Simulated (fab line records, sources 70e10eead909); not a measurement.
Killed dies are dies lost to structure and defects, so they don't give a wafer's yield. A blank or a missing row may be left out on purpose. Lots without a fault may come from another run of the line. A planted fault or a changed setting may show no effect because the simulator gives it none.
Chamber matching | flow nand_harc | NHARC_P_ZERO_WELL_DESCUM_13 on rie_diel-09: 4 sister chambers
The step chemistry O2, time 3 s. 4 wafers are shown with their chamber, then 7 later ones without.

WAFERS WITH THEIR CHAMBER
wafer  | chamber | drypump_motor_current_A (A)
L434.5 | 3       | 5.7
L435.3 | 2       | 6.1
L436.1 | 1       | 6.2
L436.2 | 0       | 6.4

WAFERS WITHOUT THEIR CHAMBER
wafer  | drypump_motor_current_A (A)
L436.6 | 6.4
L437.3 | 5.7
L437.4 | 6.5
L437.6 | 6.1
L441.1 | 5.7
L441.2 | 6.1
L441.5 | 6.4

WHICH CHAMBER EACH WENT THROUGH
wafer  | from the rows above | in truth
L436.6 | 0                   | 0
L437.3 | 3                   | 3
L437.4 | 0                   | 0
L437.6 | 2                   | 2
L441.1 | 3                   | 3
L441.2 | 2                   | 2
L441.5 | 0                   | 0
Placed correctly: 7 of 7. Can't be placed from these rows: 0. Placed wrongly: 0.
How it was worked out, from the rows above alone: a wafer's distance from a chamber is the root of the sum, over the readings, of the square of ((its reading less the chamber's mean) divided by the reading's scatter). The wafer belongs to the nearest chamber; if the next one is less than 2 further off, it can't be placed. A chamber's mean is the mean of its shown wafers. The scatter: with one shown wafer a chamber, the root of the mean of the squares of how far each hidden wafer lies from its nearest shown one.
